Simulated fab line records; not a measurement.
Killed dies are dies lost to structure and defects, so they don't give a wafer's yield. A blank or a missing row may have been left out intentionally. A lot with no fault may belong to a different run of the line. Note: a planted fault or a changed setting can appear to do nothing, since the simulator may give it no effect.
fab line records || flow n5-finfet || part 2 of 2: steps 26 to 34 of 34
[record] {"lots": 5, "wafers": 15, "last-day": 18}
route steps=1938 shown BEOL_M5@1167 BEOL_M6@1194
lots that met no fault: taken from a fault-free run of the same line
start-h: hours from the record's opening day to when the first of the lot's shown wafers began || wait-h: hours since the lot's step before || " unchanged from the row above || L1.1+2: a single row standing in for several wafers || - value missing, or start not given || * or withheld: withheld || < > ~ a bound
route shown NAME@n: a module of which the file shows steps, and the number in the route of the first || usual: mean and standard deviation over wafers with no fault || same: alike in all rows || chamber/n: place in a boat || sites: each site's reading || _std_site: the standard deviation of these || _edge_site: outer sites' mean less inner sites' || radius-mm: for every site, how far away it sits from the centre of the wafer || mask NAME#n: copy n || behind: the last tool/chamber to shape the wafer || hold: reason for holding the lot/hours on hold/outcome of the hold || device: the transistor (n, p or np) that didn't switch || end of line: the tests these same wafers got at the end of their route || a step with no rows: only its recipe || killed: the dies lost at the first sort to structure and to defects; this is not the yield of the wafer || map: shows each die of a wafer: x if killed, . if not, _ if none is there
set.NAME: setting as actually run; set.NAME@STEP: the setting as run at that earlier step || model.NAME: the simulator's own value behind a step, which no gauge read
lots at some steps of the route; a table a step, a row a wafer
services: a tool's chamber out of use, with start hour (start-h, from the record's first day; less than 0 if before it), hours out, and reason
[[steps]]
[step N5_BEOL_M5_RS_MEAS_57]
[recipe] {"thk-meas-gauge": "four-point-probe", "reads": "Co_of_BEOL_M5_CO_CAP_78+Cu_of_BEOL_M5_ECD_50+Co_of_BEOL_M5_CVD_47+TaN_of_BEOL_M5_ALD_86"}
[usual] {"M5_RS": "0.397/0.02"}
{"lot.wafer": "L077.1", "tool": "film-metro-02", "chamber": "-", "start-h": 202.11, "wait-h": 0.0, "M5_RS[ohm/sq]": 0.412}
{"lot.wafer": "L077.2", "tool": "film-metro-02", "chamber": "-", "start-h": 202.11, "wait-h": 0.0, "M5_RS[ohm/sq]": 0.392}
{"lot.wafer": "L077.6", "tool": "film-metro-02", "chamber": "-", "start-h": 202.11, "wait-h": 0.0, "M5_RS[ohm/sq]": 0.390}
{"lot.wafer": "L078.3", "tool": "film-metro-01", "chamber": "-", "start-h": 206.50, "wait-h": 0.1, "M5_RS[ohm/sq]": 0.399}
{"lot.wafer": "L078.5", "tool": "film-metro-01", "chamber": "-", "start-h": 206.50, "wait-h": 0.1, "M5_RS[ohm/sq]": 0.450}
{"lot.wafer": "L078.6", "tool": "film-metro-01", "chamber": "-", "start-h": 206.50, "wait-h": 0.1, "M5_RS[ohm/sq]": 0.364}
{"lot.wafer": "L084.1", "tool": "film-metro-01", "chamber": "-", "start-h": 238.80, "wait-h": 0.0, "M5_RS[ohm/sq]": 0.411}
{"lot.wafer": "L084.2", "tool": "film-metro-01", "chamber": "-", "start-h": 238.80, "wait-h": 0.0, "M5_RS[ohm/sq]": 0.410}
{"lot.wafer": "L084.5", "tool": "film-metro-01", "chamber": "-", "start-h": 238.80, "wait-h": 0.0, "M5_RS[ohm/sq]": 0.393}
{"lot.wafer": "L090.2", "tool": "film-metro-01", "chamber": "-", "start-h": 298.35, "wait-h": 0.1, "M5_RS[ohm/sq]": 0.419}
{"lot.wafer": "L090.3", "tool": "film-metro-01", "chamber": "-", "start-h": 298.35, "wait-h": 0.1, "M5_RS[ohm/sq]": 0.417}
{"lot.wafer": "L090.6", "tool": "film-metro-01", "chamber": "-", "start-h": 298.35, "wait-h": 0.1, "M5_RS[ohm/sq]": 0.399}
{"lot.wafer": "L097.1", "tool": "film-metro-01", "chamber": "-", "start-h": 329.41, "wait-h": 0.0, "M5_RS[ohm/sq]": 0.392}
{"lot.wafer": "L097.2", "tool": "film-metro-01", "chamber": "-", "start-h": 329.41, "wait-h": 0.0, "M5_RS[ohm/sq]": 0.395}
{"lot.wafer": "L097.5", "tool": "film-metro-01", "chamber": "-", "start-h": 329.41, "wait-h": 0.0, "M5_RS[ohm/sq]": 0.389}
[step N5_BEOL_M5_INSPECT_58]
[recipe] {"inspect-instrument": "darkfield", "mode": "post-dep"}
[usual] {"raw-defect-count": "71/22"}
{"lot.wafer": "L077.1", "tool": "defect-inspect-01", "chamber": "-", "start-h": 202.13, "wait-h": 0.0, "raw-defect-count": 83}
{"lot.wafer": "L077.2", "tool": "defect-inspect-01", "chamber": "-", "start-h": 202.13, "wait-h": 0.0, "raw-defect-count": 95}
{"lot.wafer": "L077.6", "tool": "defect-inspect-01", "chamber": "-", "start-h": 202.13, "wait-h": 0.0, "raw-defect-count": 121}
{"lot.wafer": "L078.3", "tool": "defect-inspect-02", "chamber": "-", "start-h": 206.52, "wait-h": 0.0, "raw-defect-count": 108}
{"lot.wafer": "L078.5", "tool": "defect-inspect-02", "chamber": "-", "start-h": 206.52, "wait-h": 0.0, "raw-defect-count": 106}
{"lot.wafer": "L078.6", "tool": "defect-inspect-02", "chamber": "-", "start-h": 206.52, "wait-h": 0.0, "raw-defect-count": 80}
{"lot.wafer": "L084.1", "tool": "defect-inspect-01", "chamber": "-", "start-h": 238.83, "wait-h": 0.0, "raw-defect-count": 77}
{"lot.wafer": "L084.2", "tool": "defect-inspect-01", "chamber": "-", "start-h": 238.83, "wait-h": 0.0, "raw-defect-count": 69}
{"lot.wafer": "L084.5", "tool": "defect-inspect-01", "chamber": "-", "start-h": 238.83, "wait-h": 0.0, "raw-defect-count": 161}
{"lot.wafer": "L090.2", "tool": "defect-inspect-01", "chamber": "-", "start-h": 298.38, "wait-h": 0.0, "raw-defect-count": 83}
{"lot.wafer": "L090.3", "tool": "defect-inspect-01", "chamber": "-", "start-h": 298.38, "wait-h": 0.0, "raw-defect-count": 55}
{"lot.wafer": "L090.6", "tool": "defect-inspect-01", "chamber": "-", "start-h": 298.38, "wait-h": 0.0, "raw-defect-count": 89}
{"lot.wafer": "L097.1", "tool": "defect-inspect-01", "chamber": "-", "start-h": 329.44, "wait-h": 0.0, "raw-defect-count": 73}
{"lot.wafer": "L097.2", "tool": "defect-inspect-01", "chamber": "-", "start-h": 329.44, "wait-h": 0.0, "raw-defect-count": 39}
{"lot.wafer": "L097.5", "tool": "defect-inspect-01", "chamber": "-", "start-h": 329.44, "wait-h": 0.0, "raw-defect-count": 86}
[step N5_BEOL_M6_ILD_DEP_00]
[recipe] {"material": "SiCOH_lowk", "target-thk-a": 1797.5, "temp-c": 300, "precursor": "DEMS/porogen", "pressure-torr": 5, "rf-w": 500, "time-s": 33.4}
[usual] {"heater-power-w": "311/40", "showerhead-plenum-p-Torr": "5.737/0.014", "throttle-valve-pct": "14.0/0.54"}
{"lot.wafer": "L077.1", "tool": "pecvd-03", "chamber": 1, "start-h": 202.17, "wait-h": 0.0, "heater-power-w": 312, "showerhead-plenum-p-Torr": 5.766, "throttle-valve-pct": 14.2}
{"lot.wafer": "L077.2", "tool": "pecvd-03", "chamber": 0, "start-h": 202.17, "wait-h": 0.0, "heater-power-w": 319, "showerhead-plenum-p-Torr": 5.729, "throttle-valve-pct": 13.7}
{"lot.wafer": "L077.6", "tool": "pecvd-03", "chamber": 0, "start-h": 202.17, "wait-h": 0.0, "heater-power-w": 313, "showerhead-plenum-p-Torr": 5.736, "throttle-valve-pct": 13.8}
{"lot.wafer": "L078.3", "tool": "pecvd-02", "chamber": 1, "start-h": 206.56, "wait-h": 0.0, "heater-power-w": 335, "showerhead-plenum-p-Torr": 5.737, "throttle-valve-pct": 14.4}
{"lot.wafer": "L078.5", "tool": "pecvd-02", "chamber": 2, "start-h": 206.56, "wait-h": 0.0, "heater-power-w": 378, "showerhead-plenum-p-Torr": 5.724, "throttle-valve-pct": 13.3}
{"lot.wafer": "L078.6", "tool": "pecvd-02", "chamber": 0, "start-h": 206.56, "wait-h": 0.0, "heater-power-w": 267, "showerhead-plenum-p-Torr": 5.776, "throttle-valve-pct": 13.7}
{"lot.wafer": "L084.1", "tool": "pecvd-03", "chamber": 2, "start-h": 238.87, "wait-h": 0.0, "heater-power-w": 260, "showerhead-plenum-p-Torr": 5.725, "throttle-valve-pct": 12.9}
{"lot.wafer": "L084.2", "tool": "pecvd-03", "chamber": 0, "start-h": 238.87, "wait-h": 0.0, "heater-power-w": 271, "showerhead-plenum-p-Torr": 5.746, "throttle-valve-pct": 13.8}
{"lot.wafer": "L084.5", "tool": "pecvd-03", "chamber": 1, "start-h": 238.87, "wait-h": 0.0, "heater-power-w": 353, "showerhead-plenum-p-Torr": 5.740, "throttle-valve-pct": 14.2}
{"lot.wafer": "L090.2", "tool": "pecvd-03", "chamber": 1, "start-h": 298.41, "wait-h": 0.0, "heater-power-w": 368, "showerhead-plenum-p-Torr": 5.749, "throttle-valve-pct": 14.0}
{"lot.wafer": "L090.3", "tool": "pecvd-03", "chamber": 2, "start-h": 298.41, "wait-h": 0.0, "heater-power-w": 276, "showerhead-plenum-p-Torr": 5.736, "throttle-valve-pct": 12.9}
{"lot.wafer": "L090.6", "tool": "pecvd-03", "chamber": 2, "start-h": 298.41, "wait-h": 0.0, "heater-power-w": 296, "showerhead-plenum-p-Torr": 5.722, "throttle-valve-pct": 12.9}
{"lot.wafer": "L097.1", "tool": "pecvd-03", "chamber": 0, "start-h": 329.48, "wait-h": 0.0, "heater-power-w": 307, "showerhead-plenum-p-Torr": 5.753, "throttle-valve-pct": 14.1}
{"lot.wafer": "L097.2", "tool": "pecvd-03", "chamber": 2, "start-h": 329.48, "wait-h": 0.0, "heater-power-w": 283, "showerhead-plenum-p-Torr": 5.711, "throttle-valve-pct": 12.9}
{"lot.wafer": "L097.5", "tool": "pecvd-03", "chamber": 0, "start-h": 329.48, "wait-h": 0.0, "heater-power-w": 306, "showerhead-plenum-p-Torr": 5.742, "throttle-valve-pct": 14.1}
[step N5_BEOL_M6_CURE_74]
[recipe] {"temp-c": 385, "time-s": 240, "ambient": "He/Ar", "material": "SiCOH_lowk"}
[usual] {"lamp-power-pct": "52.31/0.05", "wafer_temp_C_max": "387.0/0.91"}
{"lot.wafer": "L077.1", "tool": "uv-cure-03", "chamber": 0, "start-h": 202.23, "wait-h": 0.0, "lamp-power-pct": 52.27, "wafer_temp_C_max": 387.2}
{"lot.wafer": "L077.2", "tool": "uv-cure-03", "chamber": 0, "start-h": 202.23, "wait-h": 0.0, "lamp-power-pct": 52.41, "wafer_temp_C_max": 387.3}
{"lot.wafer": "L077.6", "tool": "uv-cure-03", "chamber": 0, "start-h": 202.23, "wait-h": 0.0, "lamp-power-pct": 52.37, "wafer_temp_C_max": 388.1}
{"lot.wafer": "L078.3", "tool": "uv-cure-03", "chamber": 1, "start-h": 206.79, "wait-h": 0.2, "lamp-power-pct": 52.33, "wafer_temp_C_max": 385.9}
{"lot.wafer": "L078.5", "tool": "uv-cure-03", "chamber": 1, "start-h": 206.79, "wait-h": 0.2, "lamp-power-pct": 52.23, "wafer_temp_C_max": 385.8}
{"lot.wafer": "L078.6", "tool": "uv-cure-03", "chamber": 1, "start-h": 206.79, "wait-h": 0.2, "lamp-power-pct": 52.39, "wafer_temp_C_max": 385.6}
{"lot.wafer": "L084.1", "tool": "uv-cure-03", "chamber": 2, "start-h": 238.93, "wait-h": 0.0, "lamp-power-pct": 52.26, "wafer_temp_C_max": 387.7}
{"lot.wafer": "L084.2", "tool": "uv-cure-03", "chamber": 2, "start-h": 238.93, "wait-h": 0.0, "lamp-power-pct": 52.34, "wafer_temp_C_max": 387.3}
{"lot.wafer": "L084.5", "tool": "uv-cure-03", "chamber": 2, "start-h": 238.93, "wait-h": 0.0, "lamp-power-pct": 52.36, "wafer_temp_C_max": 387.0}
{"lot.wafer": "L090.2", "tool": "uv-cure-01", "chamber": 2, "start-h": 298.56, "wait-h": 0.1, "lamp-power-pct": 52.31, "wafer_temp_C_max": 387.1}
{"lot.wafer": "L090.3", "tool": "uv-cure-01", "chamber": 2, "start-h": 298.56, "wait-h": 0.1, "lamp-power-pct": 52.27, "wafer_temp_C_max": 387.0}
{"lot.wafer": "L090.6", "tool": "uv-cure-01", "chamber": 2, "start-h": 298.56, "wait-h": 0.1, "lamp-power-pct": 52.35, "wafer_temp_C_max": 387.5}
{"lot.wafer": "L097.1", "tool": "uv-cure-02", "chamber": 1, "start-h": 329.54, "wait-h": 0.0, "lamp-power-pct": 52.26, "wafer_temp_C_max": 386.2}
{"lot.wafer": "L097.2", "tool": "uv-cure-02", "chamber": 1, "start-h": 329.54, "wait-h": 0.0, "lamp-power-pct": 52.26, "wafer_temp_C_max": 386.3}
{"lot.wafer": "L097.5", "tool": "uv-cure-02", "chamber": 1, "start-h": 329.54, "wait-h": 0.0, "lamp-power-pct": 52.30, "wafer_temp_C_max": 386.1}
[step N5_BEOL_M6_THK_MEAS_01]
[recipe] {"reads": "SiCOH_lowk_of_BEOL_M6_ILD_DEP_00"}
[usual] {"M6_ILD_THK": "155.0/2.1"}
{"lot.wafer": "L077.1", "tool": "film-metro-01", "chamber": "-", "start-h": 202.75, "wait-h": 0.4, "M6_ILD_THK[nm]": 154.1}
{"lot.wafer": "L077.2", "tool": "film-metro-01", "chamber": "-", "start-h": 202.75, "wait-h": 0.4, "M6_ILD_THK[nm]": 153.8}
{"lot.wafer": "L077.6", "tool": "film-metro-01", "chamber": "-", "start-h": 202.75, "wait-h": 0.4, "M6_ILD_THK[nm]": 156.5}
{"lot.wafer": "L078.3", "tool": "film-metro-01", "chamber": "-", "start-h": 207.14, "wait-h": 0.3, "M6_ILD_THK[nm]": 153.5}
{"lot.wafer": "L078.5", "tool": "film-metro-01", "chamber": "-", "start-h": 207.14, "wait-h": 0.3, "M6_ILD_THK[nm]": 154.1}
{"lot.wafer": "L078.6", "tool": "film-metro-01", "chamber": "-", "start-h": 207.14, "wait-h": 0.3, "M6_ILD_THK[nm]": 155.6}
{"lot.wafer": "L084.1", "tool": "film-metro-02", "chamber": "-", "start-h": 239.44, "wait-h": 0.4, "M6_ILD_THK[nm]": 155.8}
{"lot.wafer": "L084.2", "tool": "film-metro-02", "chamber": "-", "start-h": 239.44, "wait-h": 0.4, "M6_ILD_THK[nm]": 151.8}
{"lot.wafer": "L084.5", "tool": "film-metro-02", "chamber": "-", "start-h": 239.44, "wait-h": 0.4, "M6_ILD_THK[nm]": 156.3}
{"lot.wafer": "L090.2", "tool": "film-metro-02", "chamber": "-", "start-h": 298.99, "wait-h": 0.4, "M6_ILD_THK[nm]": 156.7}
{"lot.wafer": "L090.3", "tool": "film-metro-02", "chamber": "-", "start-h": 298.99, "wait-h": 0.4, "M6_ILD_THK[nm]": 154.9}
{"lot.wafer": "L090.6", "tool": "film-metro-02", "chamber": "-", "start-h": 298.99, "wait-h": 0.4, "M6_ILD_THK[nm]": 157.7}
{"lot.wafer": "L097.1", "tool": "film-metro-01", "chamber": "-", "start-h": 330.05, "wait-h": 0.4, "M6_ILD_THK[nm]": 153.0}
{"lot.wafer": "L097.2", "tool": "film-metro-01", "chamber": "-", "start-h": 330.05, "wait-h": 0.4, "M6_ILD_THK[nm]": 153.1}
{"lot.wafer": "L097.5", "tool": "film-metro-01", "chamber": "-", "start-h": 330.05, "wait-h": 0.4, "M6_ILD_THK[nm]": 154.7}
[step N5_BEOL_M6_PECVD_70]
[recipe] {"material": "SiO2", "target-thk-a": 200, "temp-c": 400, "precursor": "TEOS/O2", "pressure-torr": 5.5, "rf-w": 450, "teos-flow-sccm": 53.8, "gas": "O2", "flow-sccm": 3000, "time-s": 22.7}
[usual] {"heater-power-w": "751/71", "showerhead-plenum-p-Torr": "8.77/0.054", "throttle-valve-pct": "22.8/0.91"}
{"lot.wafer": "L077.1", "tool": "pecvd-03", "chamber": 0, "start-h": 202.78, "wait-h": 0.0, "heater-power-w": 731, "showerhead-plenum-p-Torr": 8.79, "throttle-valve-pct": 22.5}
{"lot.wafer": "L077.2", "tool": "pecvd-03", "chamber": 1, "start-h": 202.78, "wait-h": 0.0, "heater-power-w": 823, "showerhead-plenum-p-Torr": 8.82, "throttle-valve-pct": 22.8}
{"lot.wafer": "L077.6", "tool": "pecvd-03", "chamber": 1, "start-h": 202.78, "wait-h": 0.0, "heater-power-w": 817, "showerhead-plenum-p-Torr": 8.81, "throttle-valve-pct": 22.7}
{"lot.wafer": "L078.3", "tool": "pecvd-03", "chamber": 0, "start-h": 207.22, "wait-h": 0.1, "heater-power-w": 692, "showerhead-plenum-p-Torr": 8.76, "throttle-valve-pct": 22.2}
{"lot.wafer": "L078.5", "tool": "pecvd-03", "chamber": 1, "start-h": 207.22, "wait-h": 0.1, "heater-power-w": 699, "showerhead-plenum-p-Torr": 8.82, "throttle-valve-pct": 22.8}
{"lot.wafer": "L078.6", "tool": "pecvd-03", "chamber": 0, "start-h": 207.22, "wait-h": 0.1, "heater-power-w": 700, "showerhead-plenum-p-Torr": 8.78, "throttle-valve-pct": 22.0}
{"lot.wafer": "L084.1", "tool": "pecvd-02", "chamber": 0, "start-h": 239.48, "wait-h": 0.0, "heater-power-w": 776, "showerhead-plenum-p-Torr": 8.91, "throttle-valve-pct": 22.3}
{"lot.wafer": "L084.2", "tool": "pecvd-02", "chamber": 2, "start-h": 239.48, "wait-h": 0.0, "heater-power-w": 795, "showerhead-plenum-p-Torr": 8.77, "throttle-valve-pct": 21.6}
{"lot.wafer": "L084.5", "tool": "pecvd-02", "chamber": 2, "start-h": 239.48, "wait-h": 0.0, "heater-power-w": 803, "showerhead-plenum-p-Torr": 8.75, "throttle-valve-pct": 21.8}
{"lot.wafer": "L090.2", "tool": "pecvd-03", "chamber": 2, "start-h": 299.03, "wait-h": 0.0, "heater-power-w": 683, "showerhead-plenum-p-Torr": 8.69, "throttle-valve-pct": 21.1}
{"lot.wafer": "L090.3", "tool": "pecvd-03", "chamber": 0, "start-h": 299.03, "wait-h": 0.0, "heater-power-w": 726, "showerhead-plenum-p-Torr": 8.78, "throttle-valve-pct": 22.6}
{"lot.wafer": "L090.6", "tool": "pecvd-03", "chamber": 2, "start-h": 299.03, "wait-h": 0.0, "heater-power-w": 693, "showerhead-plenum-p-Torr": 8.71, "throttle-valve-pct": 20.8}
{"lot.wafer": "L097.1", "tool": "pecvd-02", "chamber": 0, "start-h": 330.09, "wait-h": 0.0, "heater-power-w": 763, "showerhead-plenum-p-Torr": 8.89, "throttle-valve-pct": 21.3}
{"lot.wafer": "L097.2", "tool": "pecvd-02", "chamber": 2, "start-h": 330.09, "wait-h": 0.0, "heater-power-w": 820, "showerhead-plenum-p-Torr": 8.74, "throttle-valve-pct": 22.0}
{"lot.wafer": "L097.5", "tool": "pecvd-02", "chamber": 2, "start-h": 330.09, "wait-h": 0.0, "heater-power-w": 838, "showerhead-plenum-p-Torr": 8.74, "throttle-valve-pct": 22.0}
[step N5_BEOL_M6_HM_DEP_02]
[recipe] {"material": "TiN", "target-thk-a": 200, "temp-c": 25, "chamber-pressure-pa": 0.49996}
[usual] {"throttle-valve-pct": "30.0/0.72"}
{"lot.wafer": "L077.1", "tool": "pvd-sputter-03", "chamber": "-", "start-h": 203.70, "wait-h": 0.9, "throttle-valve-pct": 30.9}
{"lot.wafer": "L077.2", "tool": "pvd-sputter-03", "chamber": "-", "start-h": 203.70, "wait-h": 0.9, "throttle-valve-pct": 31.5}
{"lot.wafer": "L077.6", "tool": "pvd-sputter-03", "chamber": "-", "start-h": 203.70, "wait-h": 0.9, "throttle-valve-pct": 29.2}
{"lot.wafer": "L078.3", "tool": "pvd-sputter-02", "chamber": "-", "start-h": 208.42, "wait-h": 1.2, "throttle-valve-pct": 29.8}
{"lot.wafer": "L078.5", "tool": "pvd-sputter-02", "chamber": "-", "start-h": 208.42, "wait-h": 1.2, "throttle-valve-pct": 29.8}
{"lot.wafer": "L078.6", "tool": "pvd-sputter-02", "chamber": "-", "start-h": 208.42, "wait-h": 1.2, "throttle-valve-pct": 30.1}
{"lot.wafer": "L084.1", "tool": "pvd-sputter-03", "chamber": "-", "start-h": 240.38, "wait-h": 0.9, "throttle-valve-pct": 30.3}
{"lot.wafer": "L084.2", "tool": "pvd-sputter-03", "chamber": "-", "start-h": 240.38, "wait-h": 0.9, "throttle-valve-pct": 29.0}
{"lot.wafer": "L084.5", "tool": "pvd-sputter-03", "chamber": "-", "start-h": 240.38, "wait-h": 0.9, "throttle-valve-pct": 31.0}
{"lot.wafer": "L090.2", "tool": "pvd-sputter-02", "chamber": "-", "start-h": 303.08, "wait-h": 4.0, "throttle-valve-pct": 29.9}
{"lot.wafer": "L090.3", "tool": "pvd-sputter-02", "chamber": "-", "start-h": 303.08, "wait-h": 4.0, "throttle-valve-pct": 29.6}
{"lot.wafer": "L090.6", "tool": "pvd-sputter-02", "chamber": "-", "start-h": 303.08, "wait-h": 4.0, "throttle-valve-pct": 29.7}
{"lot.wafer": "L097.1", "tool": "pvd-sputter-03", "chamber": "-", "start-h": 331.02, "wait-h": 0.9, "throttle-valve-pct": 29.1}
{"lot.wafer": "L097.2", "tool": "pvd-sputter-03", "chamber": "-", "start-h": 331.02, "wait-h": 0.9, "throttle-valve-pct": 31.8}
{"lot.wafer": "L097.5", "tool": "pvd-sputter-03", "chamber": "-", "start-h": 331.02, "wait-h": 0.9, "throttle-valve-pct": 31.7}
[step N5_BEOL_M6_COAT_59]
[recipe] {"resist": "SOC", "temp-c": 250, "time-s": 60, "spin-rpm": 1500, "resist-thk-nm": 100}
[usual] {"dispense-pressure-kPa": "51/3.6"}
{"lot.wafer": "L077.1", "tool": "litho-track-03", "chamber": 0, "start-h": 203.83, "wait-h": 0.1, "dispense-pressure-kPa": 51}
{"lot.wafer": "L077.2", "tool": "litho-track-03", "chamber": 0, "start-h": 203.83, "wait-h": 0.1, "dispense-pressure-kPa": 51}
{"lot.wafer": "L077.6", "tool": "litho-track-03", "chamber": 0, "start-h": 203.83, "wait-h": 0.1, "dispense-pressure-kPa": 51}
{"lot.wafer": "L078.3", "tool": "litho-track-04", "chamber": 0, "start-h": 208.56, "wait-h": 0.1, "dispense-pressure-kPa": 47}
{"lot.wafer": "L078.5", "tool": "litho-track-04", "chamber": 0, "start-h": 208.56, "wait-h": 0.1, "dispense-pressure-kPa": 47}
{"lot.wafer": "L078.6", "tool": "litho-track-04", "chamber": 0, "start-h": 208.56, "wait-h": 0.1, "dispense-pressure-kPa": 47}
{"lot.wafer": "L084.1", "tool": "litho-track-04", "chamber": 0, "start-h": 240.51, "wait-h": 0.1, "dispense-pressure-kPa": 47}
{"lot.wafer": "L084.2", "tool": "litho-track-04", "chamber": 0, "start-h": 240.51, "wait-h": 0.1, "dispense-pressure-kPa": 47}
{"lot.wafer": "L084.5", "tool": "litho-track-04", "chamber": 0, "start-h": 240.51, "wait-h": 0.1, "dispense-pressure-kPa": 47}
{"lot.wafer": "L090.2", "tool": "litho-track-05", "chamber": 0, "start-h": 303.20, "wait-h": 0.1, "dispense-pressure-kPa": 55}
{"lot.wafer": "L090.3", "tool": "litho-track-05", "chamber": 0, "start-h": 303.20, "wait-h": 0.1, "dispense-pressure-kPa": 55}
{"lot.wafer": "L090.6", "tool": "litho-track-05", "chamber": 0, "start-h": 303.20, "wait-h": 0.1, "dispense-pressure-kPa": 55}
{"lot.wafer": "L097.1", "tool": "litho-track-03", "chamber": 0, "start-h": 331.14, "wait-h": 0.1, "dispense-pressure-kPa": 51}
{"lot.wafer": "L097.2", "tool": "litho-track-03", "chamber": 0, "start-h": 331.14, "wait-h": 0.1, "dispense-pressure-kPa": 51}
{"lot.wafer": "L097.5", "tool": "litho-track-03", "chamber": 0, "start-h": 331.14, "wait-h": 0.1, "dispense-pressure-kPa": 51}
[step N5_BEOL_M6_COAT_60]
[recipe] {"resist": "SiARC", "temp-c": 220, "time-s": 60, "spin-rpm": 1500, "resist-thk-nm": 35}
[usual] {"dispense-pressure-kPa": "51/3.6"}
{"lot.wafer": "L077.1", "tool": "litho-track-03", "chamber": 0, "start-h": "-", "wait-h": "-", "dispense-pressure-kPa": 51}
{"lot.wafer": "L077.2", "tool": "litho-track-03", "chamber": 0, "start-h": "-", "wait-h": "-", "dispense-pressure-kPa": 51}
{"lot.wafer": "L077.6", "tool": "litho-track-03", "chamber": 0, "start-h": "-", "wait-h": "-", "dispense-pressure-kPa": 51}
{"lot.wafer": "L078.3", "tool": "litho-track-04", "chamber": 0, "start-h": "-", "wait-h": "-", "dispense-pressure-kPa": 47}
{"lot.wafer": "L078.5", "tool": "litho-track-04", "chamber": 0, "start-h": "-", "wait-h": "-", "dispense-pressure-kPa": 47}
{"lot.wafer": "L078.6", "tool": "litho-track-04", "chamber": 0, "start-h": "-", "wait-h": "-", "dispense-pressure-kPa": 47}
{"lot.wafer": "L084.1", "tool": "litho-track-04", "chamber": 0, "start-h": "-", "wait-h": "-", "dispense-pressure-kPa": 47}
{"lot.wafer": "L084.2", "tool": "litho-track-04", "chamber": 0, "start-h": "-", "wait-h": "-", "dispense-pressure-kPa": 47}
{"lot.wafer": "L084.5", "tool": "litho-track-04", "chamber": 0, "start-h": "-", "wait-h": "-", "dispense-pressure-kPa": 47}
{"lot.wafer": "L090.2", "tool": "litho-track-05", "chamber": 0, "start-h": "-", "wait-h": "-", "dispense-pressure-kPa": 55}
{"lot.wafer": "L090.3", "tool": "litho-track-05", "chamber": 0, "start-h": "-", "wait-h": "-", "dispense-pressure-kPa": 55}
{"lot.wafer": "L090.6", "tool": "litho-track-05", "chamber": 0, "start-h": "-", "wait-h": "-", "dispense-pressure-kPa": 55}
{"lot.wafer": "L097.1", "tool": "litho-track-03", "chamber": 0, "start-h": "-", "wait-h": "-", "dispense-pressure-kPa": 51}
{"lot.wafer": "L097.2", "tool": "litho-track-03", "chamber": 0, "start-h": "-", "wait-h": "-", "dispense-pressure-kPa": 51}
{"lot.wafer": "L097.5", "tool": "litho-track-03", "chamber": 0, "start-h": "-", "wait-h": "-", "dispense-pressure-kPa": 51}
[[services]]
{"tool": "pvd-sputter-01", "chamber": "-", "start-h": 176.49, "hours": 2.6, "kind": "repair"}
{"tool": "uv-cure-02", "chamber": "-", "start-h": 183.19, "hours": 11.1, "kind": "repair"}
{"tool": "cmp-04", "chamber": "-", "start-h": 184.81, "hours": 5.6, "kind": "repair"}
{"tool": "ecd-cu-02", "chamber": "-", "start-h": 192.78, "hours": 6.1, "kind": "pm"}
{"tool": "pecvd-04", "chamber": 2, "start-h": 195.91, "hours": 3.0, "kind": "repair"}
{"tool": "cvd-co-02", "chamber": "-", "start-h": 198.82, "hours": 0.5, "kind": "repair"}
{"tool": "cmp-01", "chamber": "-", "start-h": 198.85, "hours": 1.9, "kind": "repair"}
{"tool": "pecvd-04", "chamber": "-", "start-h": 201.22, "hours": 6.0, "kind": "pm"}
{"tool": "uv-cure-03", "chamber": "-", "start-h": 207.59, "hours": 1.0, "kind": "pm"}
{"tool": "pecvd-04", "chamber": "-", "start-h": 207.59, "hours": 1.6, "kind": "repair"}
{"tool": "ald-metal-03", "chamber": "-", "start-h": 211.50, "hours": 0.8, "kind": "repair"}
{"tool": "cvd-co-02", "chamber": "-", "start-h": 212.88, "hours": 6.9, "kind": "pm"}
{"tool": "cvd-co-01", "chamber": 1, "start-h": 222.85, "hours": 2.7, "kind": "repair"}
{"tool": "cmp-04", "chamber": "-", "start-h": 225.15, "hours": 0.9, "kind": "repair"}
{"tool": "pvd-sputter-01", "chamber": "-", "start-h": 234.69, "hours": 2.1, "kind": "repair"}
{"tool": "pecvd-03", "chamber": 1, "start-h": 235.50, "hours": 1.9, "kind": "repair"}
{"tool": "ald-metal-03", "chamber": "-", "start-h": 241.79, "hours": 6.0, "kind": "pm"}
{"tool": "cvd-co-01", "chamber": "-", "start-h": 242.52, "hours": 2.8, "kind": "pm"}
{"tool": "uv-cure-01", "chamber": "-", "start-h": 247.24, "hours": 3.4, "kind": "pm"}
{"tool": "uv-cure-01", "chamber": "-", "start-h": 251.83, "hours": 0.3, "kind": "repair"}
{"tool": "pvd-sputter-01", "chamber": "-", "start-h": 256.70, "hours": 7.0, "kind": "repair"}
{"tool": "uv-cure-02", "chamber": "-", "start-h": 259.52, "hours": 7.5, "kind": "pm"}
{"tool": "cvd-co-01", "chamber": 0, "start-h": 284.24, "hours": 12.7, "kind": "repair"}
{"tool": "cvd-co-02", "chamber": "-", "start-h": 309.57, "hours": 2.8, "kind": "pm"}
